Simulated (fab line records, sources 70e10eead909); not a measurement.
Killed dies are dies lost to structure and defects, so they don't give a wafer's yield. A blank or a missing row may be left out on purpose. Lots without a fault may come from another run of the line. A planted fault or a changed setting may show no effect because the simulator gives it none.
Chamber matching | flow nand_harc | NHARC_A_CHANNEL_FILL_D1_ETCHBACK_19 on rie_si-04: 4 sister chambers
The step etches the open film in HBr/Cl2, target depth 5 nm, time 1.7 s. 4 wafers are shown with their chamber, then 9 later ones without.

WAFERS WITH THEIR CHAMBER
wafer  | chamber | oes_product_au (a.u.)
L084.2 | 3       | 1.010
L089.1 | 0       | 0.985
L089.5 | 2       | 0.985
L089.6 | 1       | 0.997

WAFERS WITHOUT THEIR CHAMBER
wafer  | oes_product_au (a.u.)
L092.1 | 1.013
L092.5 | 1.012
L092.6 | 1.000
L093.2 | 1.008
L093.3 | 0.996
L093.6 | 1.002
L096.1 | 0.993
L096.2 | 0.988
L096.4 | 0.988

WHICH CHAMBER EACH WENT THROUGH
wafer  | from the rows above          | in truth
L092.1 | 3                            | 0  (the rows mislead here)
L092.5 | 3                            | 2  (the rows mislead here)
L092.6 | 1                            | 1
L093.2 | 3                            | 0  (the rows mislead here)
L093.3 | 1                            | 1
L093.6 | can't be placed: 1 or 3      | 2
L096.1 | can't be placed: 1 or 0 or 2 | 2
L096.2 | can't be placed: 0 or 2 or 1 | 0
L096.4 | can't be placed: 0 or 2 or 1 | 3
Placed correctly: 2 of 9. Can't be placed from these rows: 4 (the true chamber is among the candidates in 2). Placed wrongly: 3.
How it was worked out, from the rows above alone: a wafer's distance from a chamber is the root of the sum, over the readings, of the square of ((its reading less the chamber's mean) divided by the reading's scatter). The wafer belongs to the nearest chamber; if the next one is less than 2 further off, it can't be placed. A chamber's mean is the mean of its shown wafers. The scatter: with one shown wafer a chamber, the root of the mean of the squares of how far each hidden wafer lies from its nearest shown one.
